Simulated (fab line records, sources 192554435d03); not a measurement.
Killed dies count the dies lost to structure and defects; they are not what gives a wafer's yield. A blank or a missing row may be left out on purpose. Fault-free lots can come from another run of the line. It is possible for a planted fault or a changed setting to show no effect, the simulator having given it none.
fab line records	flow n5Finfet
[record] lots = 12	wafers = 32	lastDay = 17
route steps=1938 shown DUMMY_REMOVAL@381 HKMG_FIN@398 BEOL_M4@1111 PASSIVATION@1936
lots that met no fault: from a run of the same line without faults
startH: start of the lot's first displayed wafer, in hours after the record's first day	waitH: time in hours since the lot's previous step	" repeats the value in the row above	L1.1+2: a row that stands for several wafers	- either no value or no given start	* or withheld: withheld	< > ~ a bound
route shown NAME@n: NAME is a module with steps in the file, n the number in the route of the first one	usual: mean/standard deviation of fault-free wafers	same: alike in all rows	chamber/n: place in a boat	sites: the reading at each site	_std_site: the values' standard deviation	_edge_site: outer sites' mean less inner sites'	radiusMm: for every site, how far away it sits from the centre of the wafer	mask NAME#n: copy n	behind: the tool/chamber that last shaped the wafer	hold: reason for holding the lot/hours on hold/outcome of the hold	device: names the non-switching transistor (n, p or np)	end of line: the route-end tests of the same wafers	a step with no rows: only its recipe	killed: at the first sort, the dies lost to defects and structure; wafer yield is something else	map: a wafer's dies, marking killed ones x, the rest . and places with no die _
set.NAME: the setting the step ran with; set.NAME@STEP: the setting that earlier step ran with	model.NAME: the simulator's own value behind a step, which no gauge read
the route's steps for a sample of lots (tables are steps, rows are wafers)
services: the hour from which a tool's chamber was out of use, counted from the record's first day as startH (under 0 if before that day), plus the number of hours and why
[[steps]]
[step N5_DUMMY_REMOVAL_INSPECT_06]
[recipe] inspectInstrument = brightfield	mode = aei
[usual] rawDefectCount = 12/6.7
lot.wafer	tool	chamber	startH	waitH	rawDefectCount
L996.2	defectInspect-01	-	76.68	0.0	16
L996.5	"	-	"	"	8
L996.6	"	-	"	"	15
L997.1	defectInspect-02	-	81.57	0.0	6
L997.2	"	-	"	"	14
L997.4	"	-	"	"	10
L998.1	defectInspect-01	-	88.01	0.0	7
L998.4	"	-	"	"	10
L998.5	"	-	"	"	19
L999.3	defectInspect-02	-	94.81	0.0	7
L999.4	"	-	"	"	6
L999.5	"	-	"	"	8
L102.1	defectInspect-02	-	112.84	0.0	25
L102.3	"	-	"	"	15
L102.4	"	-	"	"	22
L104.4	defectInspect-02	-	127.52	0.0	5
L104.5	"	-	"	"	14
L106.2	defectInspect-02	-	141.24	0.0	14
L106.3	"	-	"	"	11
L106.4	"	-	"	"	10
L108.5	defectInspect-02	-	151.61	0.0	10
L108.6	"	-	"	"	14
L110.1	defectInspect-01	-	160.93	0.0	25
L110.5	"	-	"	"	7
L113.3	defectInspect-01	-	179.98	0.0	10
L113.5	"	-	"	"	6
L116.1	defectInspect-02	-	196.25	0.0	3
L116.4	"	-	"	"	15
L116.6	"	-	"	"	12
L117.2	defectInspect-02	-	204.89	0.0	15
L117.4	"	-	"	"	12
L117.5	"	-	"	"	16
[step N5_HKMG_FIN_CD_MEAS_49]
[recipe] targetCdNm = 202	landingEnergyEv = 500	detector = seInlens	polarity = opening
[usual] cdNm = 201.9/0.67
lot.wafer	tool	chamber	startH	waitH	cdNm
L996.2	cdSem-01	0	77.99	-	202.3
L996.5	"	0	"	"	202.0
L996.6	"	0	"	"	203.2
L997.1	cdSem-02	0	82.76	-	202.3
L997.2	"	0	"	"	202.8
L997.4	"	0	"	"	203.2
L998.1	cdSem-01	0	89.75	-	201.7
L998.4	"	0	"	"	201.7
L998.5	"	0	"	"	202.0
L999.3	cdSem-02	0	95.99	-	201.1
L999.4	"	0	"	"	201.0
L999.5	"	0	"	"	200.9
L102.1	cdSem-02	0	114.36	-	202.4
L102.3	"	0	"	"	202.9
L102.4	"	0	"	"	202.3
L104.4	cdSem-03	0	128.89	-	201.4
L104.5	"	0	"	"	201.8
L106.2	cdSem-02	0	142.77	-	201.9
L106.3	"	0	"	"	200.1
L106.4	"	0	"	"	200.3
L108.5	cdSem-01	0	152.93	-	201.5
L108.6	"	0	"	"	202.0
L110.1	cdSem-01	0	162.28	-	202.1
L110.5	"	0	"	"	201.6
L113.3	cdSem-03	0	181.17	-	202.6
L113.5	"	0	"	"	202.0
L116.1	cdSem-03	0	197.43	-	201.4
L116.4	"	0	"	"	201.1
L116.6	"	0	"	"	201.2
L117.2	cdSem-02	0	206.12	-	202.2
L117.4	"	0	"	"	202.7
L117.5	"	0	"	"	201.7
[step N5_HKMG_FIN_OVL_MEAS_50]
[recipe] pointsPerWafer = 44
[usual] NDIPOLE_OVL = 0.1/0.8
lot.wafer	tool	chamber	startH	waitH	NDIPOLE_OVL[nm]
L996.2	overlay-02	0	78.02	0.0	1.1
L996.5	"	0	"	"	1.5
L996.6	"	0	"	"	0.7
L997.1	overlay-02	0	82.79	0.0	0.4
L997.2	"	0	"	"	0.4
L997.4	"	0	"	"	0.3
L998.1	overlay-01	0	89.78	0.0	-0.4
L998.4	"	0	"	"	-2.0
L998.5	"	0	"	"	-1.5
L999.3	overlay-01	0	96.02	0.0	-0.4
L999.4	"	0	"	"	-0.6
L999.5	"	0	"	"	-0.7
L102.1	overlay-02	0	114.39	0.0	0.4
L102.3	"	0	"	"	0.2
L102.4	"	0	"	"	0.7
L104.4	overlay-02	0	128.91	0.0	0.8
L104.5	"	0	"	"	0.1
L106.2	overlay-01	0	142.80	0.0	0.8
L106.3	"	0	"	"	1.0
L106.4	"	0	"	"	0.8
L108.5	overlay-01	0	152.95	0.0	0.1
L108.6	"	0	"	"	-1.0
L110.1	overlay-01	0	162.32	0.0	0.6
L110.5	"	0	"	"	0.8
L113.3	overlay-02	0	181.20	0.0	0.6
L113.5	"	0	"	"	0.6
L116.1	overlay-01	0	197.46	0.0	-1.3
L116.4	"	0	"	"	-0.3
L116.6	"	0	"	"	-0.8
L117.2	overlay-02	0	206.15	0.0	-1.1
L117.4	"	0	"	"	-1.0
L117.5	"	0	"	"	-0.2
[step N5_HKMG_FIN_ALD_79]
[recipe] material = TiN	targetThkA = 15	tempC = 400	aldPrecursorFamily = TiCl4	aldCoReactant = NH3	pulseTimeS = 1	purgeTimeS = 3	coReactantPurgeTimeS = 2	coReactantPulseTimeS = 2	aldCycles = 68	pressureTorr = 3
[usual] coReactantPulseTimeS = 2/0	heaterPowerW = 933/93	precursorPulseHeightRel = 1.002/0.021
lot.wafer	tool	chamber	startH	waitH	coReactantPulseTimeS	heaterPowerW	precursorPulseHeightRel	sinceWetCleanH
L996.2	aldMetal-01	1	79.58	0.0	2	947	0.987	5896
L996.5	"	0	"	"	2	890	0.991	-
L996.6	"	3	"	"	2	911	0.970	-
L997.1	aldMetal-04	2	84.37	0.0	2	890	0.999	1286
L997.2	"	3	"	"	2	967	0.994	1286
L997.4	"	0	"	"	2	780	1.014	1286
L998.1	aldMetal-04	3	91.60	0.2	2	943	1.009	1293
L998.4	"	0	"	"	2	778	1.008	1293
L998.5	"	0	"	"	2	770	0.993	-
L999.3	aldMetal-03	3	97.44	0.0	2	1076	1.008	4376
L999.4	"	1	"	"	2	890	1.054	4376
L999.5	"	1	"	"	2	897	0.967	-
L102.1	aldMetal-01	2	115.82	0.0	2	921	1.045	5933
L102.3	"	0	"	"	2	910	1.007	5933
L102.4	"	3	"	"	2	924	0.971	5933
L104.4	aldMetal-01	2	130.34	0.0	2	940	0.992	5947
L104.5	"	0	"	"	2	925	1.023	-
L106.2	aldMetal-04	3	144.23	0.0	2	965	1.007	1346
L106.3	"	1	"	"	2	1051	1.005	1346
L106.4	"	0	"	"	2	771	1.005	1346
L108.5	aldMetal-04	3	154.55	0.2	1.9013	970	0.994	-
L108.6	"	0	"	"	2	761	1.005	-
L110.1	aldMetal-04	1	163.74	0.0	2	1023	1.022	1365
L110.5	"	2	"	"	1.9013	888	1.019	-
L113.3	aldMetal-04	2	183.25	0.0	1.9013	873	0.982	1385
L113.5	"	2	"	"	1.9013	892	1.054	-
L116.1	aldMetal-03	1	199.28	0.0	2	898	1.037	4478
L116.4	"	3	"	"	2	1082	0.990	4478
L116.6	"	0	"	"	2	886	0.995	-
L117.2	aldMetal-03	1	207.57	0.0	2	889	0.984	4486
L117.4	"	3	"	"	2	1037	0.998	4486
L117.5	"	3	"	"	2	1084	1.021	-
[step N5_BEOL_M4_RC_MEAS_101]
[usual] DIBL_N = 36.1/1.6	DIBL_P = 35.8/2.1	IOFF_N = 0.16/0.031	IOFF_P = 0.21/0.034	ION_N = 673/12	ION_P = 461/7.2	SS_N = 71.4/0.59	SS_P = 73.3/0.63	VT_N = 250/3.1	VT_P = -250/3.3
lot.wafer	tool	chamber	startH	waitH	DIBL_N[mV/V]	DIBL_P[mV/V]	IOFF_N[nA/um]	IOFF_P[nA/um]	ION_N[uA/um]	ION_P[uA/um]	SS_N[mV/dec]	SS_P[mV/dec]	VT_N[mV]	VT_P[mV]
L996.2	prober-01	0	175.52	0.2	35.3	35.4	0.15	0.19	674	457	71.6	73.0	249	-251
L996.5	"	0	"	"	38.5	38.8	0.21	0.24	687	461	72.6	73.6	245	-249
L996.6	"	0	"	"	36.4	37.1	0.16	0.23	674	465	71.7	73.4	250	-247
L998.1	prober-02	0	180.90	0.0	34.4	35.0	0.13	0.17	658	451	70.6	73.4	253	-252
L998.4	"	0	"	"	36.0	36.9	0.16	0.21	686	467	71.6	73.6	250	-251
L998.5	"	0	"	"	36.2	36.9	0.16	0.20	670	457	71.4	73.9	250	-253
L997.1	prober-02	0	186.04	0.0	34.3	33.2	0.11	0.15	661	454	71.0	72.4	254	-255
L997.2	"	0	"	"	35.6	35.8	0.13	0.19	663	458	70.2	73.4	251	-254
L997.4	"	0	"	"	35.1	33.9	0.12	0.16	661	460	71.0	72.8	254	-254
L999.3	prober-02	0	201.06	0.3	36.3	36.9	0.17	0.21	683	459	71.6	73.3	250	-253
L999.4	"	0	"	"	36.1	37.0	0.17	0.21	677	457	71.6	73.4	249	-253
L999.5	"	0	"	"	38.2	39.6	0.23	0.27	687	465	72.3	74.0	243	-249
L102.1	prober-01	0	215.10	0.0	37.1	35.6	0.18	0.23	691	465	72.0	73.1	247	-249
L102.3	"	0	"	"	35.8	34.7	0.14	0.21	671	461	71.1	73.3	250	-247
L102.4	"	0	"	"	37.0	35.9	0.17	0.24	683	471	72.0	73.2	247	-245
L104.4	prober-02	0	233.98	0.5	36.4	35.5	0.14	0.18	667	453	70.6	73.6	251	-253
L104.5	"	0	"	"	36.4	36.1	0.15	0.21	668	454	70.6	73.7	251	-251
L106.2	prober-01	0	246.21	0.2	34.2	34.8	0.14	0.20	666	463	70.9	72.3	250	-249
L106.3	"	0	"	"	34.6	36.0	0.15	0.21	688	478	71.3	72.5	248	-250
L106.4	"	0	"	"	36.7	36.9	0.18	0.21	687	471	71.7	73.6	247	-254
L108.5	prober-01	0	256.17	0.6	34.7	34.4	0.13	0.20	676	463	71.5	73.3	253	-250
L108.6	"	0	"	"	35.8	36.0	0.15	0.23	672	462	71.4	73.7	249	-250
L110.1	prober-01	0	259.67	0.0	35.4	35.8	0.15	0.21	672	465	71.2	73.1	249	-250
L110.5	"	0	"	"	32.9	33.4	0.11	0.17	646	456	70.6	72.7	253	-252
L113.3	prober-01	0	281.15	0.3	37.1	36.2	0.16	0.20	670	458	71.8	72.8	249	-250
L113.5	"	0	"	"	38.9	39.9	0.20	0.25	676	463	72.4	74.3	246	-247
L116.1	prober-01	0	300.74	0.0	36.8	35.8	0.18	0.22	676	465	71.4	73.6	247	-247
L116.4	"	0	"	"	38.2	38.7	0.21	0.29	685	469	72.2	74.5	244	-246
L116.6	"	0	"	"	37.3	36.1	0.17	0.23	675	462	71.9	73.7	249	-249
L117.2	prober-02	0	301.17	0.2	33.8	31.7	0.11	0.18	650	464	70.8	71.4	253	-249
L117.4	"	0	"	"	39.8	39.0	0.26	0.31	699	474	71.7	73.9	241	-241
L117.5	"	0	"	"	37.5	36.7	0.18	0.27	690	471	71.7	73.3	244	-244
[step N5_PASSIVATION_PROBE_49]
[usual] defectLimitedYield = 91.0/1.5	killed_at_M0_to_M3 = 35/11	killed_at_M4_up = 13/6	killedAtContacts = 14/6.5	killedAtFrontEnd = 40/12	killedAtOther = 4/3.4	killedDies = 106/18	killedOpen = 68/14	killedShort = 35/7.7	sort_bin_5_function = 5.2/0.98	sort_bin_6_memory = 3.4/0.72	sortNPass = 1074/18	sortYieldPct = 91.0/1.5
[same] grossDies = 1180	killedAtBackSide = 0	sort_bin_4_leakage[%] = 0	sort_bin_8_speed[%] = 0
lot.wafer	tool	chamber	startH	waitH	defectLimitedYield[%]	killed_at_M0_to_M3	killed_at_M4_up	killedAtContacts	killedAtFrontEnd	killedAtOther	killedDies	killedOpen	killedShort	sort_bin_5_function[%]	sort_bin_6_memory[%]	sortNPass	sortYieldPct[%]
L113.3	prober-01	-	386.98	0.1	90.9	37	4	13	52	1	107	70	34	5.4	3.5	1073	90.9
// killed by level:class
L113.3 STI_FIN_REVEAL:geometricParticle:open=14 FIN_SAQP:geometricParticle:open=10 MOL_CONTACT_COAG:geometricParticle:open=10 BEOL_M0_SAQP:geometricParticle:open=10 FIN_SAQP:geometricParticle:short=9 BEOL_M0_SAQP:geometricParticle:short=9 STI_FIN_REVEAL:geometricParticle:short=8 BEOL_M2:geometricParticle:open=4
[[services]]
tool	chamber	startH	hours	kind
aldMetal-04	-	113.79	0.5	repair
aldMetal-01	-	119.87	6.0	pm
aldMetal-03	-	143.59	0.7	repair
[[key]]
[firstSign] step = N5_HKMG_FIN_ALD_79	reading = coReactantPulseTimeS	direction = down	sigmas = 99+	usual = *	struck = *
effect none on later readings
metAt N5_HKMG_FIN_ALD_79
struckLots L108,L110,L113
struckWafers L108.5,L110.5,L113.3,L113.5
notActingAt N5_DUMMY_REMOVAL_INSPECT_06,N5_HKMG_FIN_CD_MEAS_49,N5_HKMG_FIN_OVL_MEAS_50
onsetBetween 144.23 154.55
[fault] kind = processParameterDrift	tool = aldMetal-04	chamber = -	onsetH = 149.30	steps = N5_HKMG_FIN_ALD_79	channel = coReactantPulseTimeS	offset = *	shape = step	endH = 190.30	scope = struckWafersOnly	actsIn = *	stated = *
